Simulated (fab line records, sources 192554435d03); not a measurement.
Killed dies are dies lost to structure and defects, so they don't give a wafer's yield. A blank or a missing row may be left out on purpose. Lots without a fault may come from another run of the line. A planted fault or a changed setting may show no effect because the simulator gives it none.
Problem report in the 8D (eight disciplines) form, filled by code | flow n5_finfet | the parts of the form that need people (team, actions taken, sign-off) are left out

1. THE PROBLEM
raw_defect_count at N5_SDB_INSPECT_13 reads a mean of 1235 on 1 wafer of 1 lot; wafers without a fault read 79 with a standard deviation of 39. That is +30 standard deviations from the usual mean.
The step: inspects for defects (brightfield).
First seen on wafer L935.5, day 6 21:55, on defect_inspect-01. The record holds 30 wafers of 10 lots with a number at this step. Rule for "out", or "out of limits": more than 4 standard deviations from the usual mean. The other wafers with a number count as sound.

2. WHAT IT IS AND WHAT IT IS NOT
question                    | is                | is not
which readings at this step | raw_defect_count  | -
which lots                  | L935              | L925, L927, L928, L930, L932, L936, L940, L943, L944
which wafers of those lots  | L935.5            | L935.1, L935.3
read on which gauges        | defect_inspect-01 | defect_inspect-02
when                        | from day 6 21:55  | up to then (17 sound wafers); but 12 sound wafers of L936, L940, L943, L944 came after

3. SUSPECTS, AND WHAT RULES EACH OUT
Counting: a tool at a process step up to the reading stays a suspect if it ran every lot that is out. Sound lots after the first of them don't rule it out here, since some wafers of a struck lot are sound.
- the gauge at N5_SDB_INSPECT_13: ruled out. All the wafers that are out were read on defect_inspect-01, but those of them that N5_PASSIVATION_PROBE_49 has rows for are out there too, on other tools.
- ald_sin-04 at N5_ILD0_LINER_00 (material SiNx, target thk 4 nm, pulse time 1 s, purge time 2 s): kept. It ran the lot that is out, L935 (day 6 15:07); its last sound lot up to then is L928 (day 4 17:34).
- pecvd-02 at N5_SDB_HM_DEP_00 (deposits SiNx from SiH4/NH3/N2, target thk 40 nm, time 35.3 s): kept. It ran the lot that is out, L935 (day 6 21:22); its last sound lot up to then is L932 (day 5 22:10).
- Within pecvd-02 at N5_SDB_HM_DEP_00: the wafers that are out ran in chamber 2; their sound lot-mates ran in chamber 0.
Left after counting: ald_sin-04 at N5_ILD0_LINER_00, pecvd-02 at N5_SDB_HM_DEP_00.

4. THE CAUSE (what the simulator had put in)
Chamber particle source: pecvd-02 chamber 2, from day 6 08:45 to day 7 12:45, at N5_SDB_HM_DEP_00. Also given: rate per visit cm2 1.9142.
Counting left 2 suspects, and this tool is among them.

5. THE CHAIN OF EFFECTS, in route order
Each row: a reading whose mean over the struck wafers that have a number lies more than 3 standard deviations from the usual. Only readings for which the record gives a usual standard deviation are gone through. hours: the time from each lot's start at the first step in this table that gives one to its start at this step, as a median over the lots. sigmas: the change in usual standard deviations.
hours | step                    | reading              | usual  | on struck wafers | change | sigmas
0     | N5_SDB_INSPECT_13       | raw_defect_count     | 79     | 1235             | +1156  | +30
198   | N5_PASSIVATION_PROBE_49 | defect_limited_yield | 91.3 % | 87.0             | -4.3   | -3.3
198   | N5_PASSIVATION_PROBE_49 | killed_at_front_end  | 40     | 100              | +60    | +5.5
198   | N5_PASSIVATION_PROBE_49 | killed_dies          | 102    | 153              | +51    | +3.4
198   | N5_PASSIVATION_PROBE_49 | killed_on_rim        | 13     | 29               | +16    | +4.7
198   | N5_PASSIVATION_PROBE_49 | sort_n_pass          | 1078   | 1027             | -51    | -3.4
198   | N5_PASSIVATION_PROBE_49 | sort_yield_pct       | 91.3 % | 87.0             | -4.3   | -3.3
The process steps in it:
- N5_PASSIVATION_PROBE_49
Later measuring or inspecting steps at which every struck wafer that the step has a row for has a number for every such reading, and none has moved that far: N5_BEOL_M4_RC_MEAS_101.

6. WHAT WOULD HAVE CAUGHT IT SOONER
In this record the first reading out of limits at a measuring or inspecting step was taken at day 6 21:55, 13 hours after the fault began at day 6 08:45.
Of the tool readings at N5_SDB_HM_DEP_00 for which the record gives a usual standard deviation, none was out on any struck wafer, so an alarm limit of 4 standard deviations on them would not have fired.
All the lots that are out (1) had begun N5_SDB_HM_DEP_00 on pecvd-02 by day 6 21:55. A hold on the tool at that time would have spared none of them.
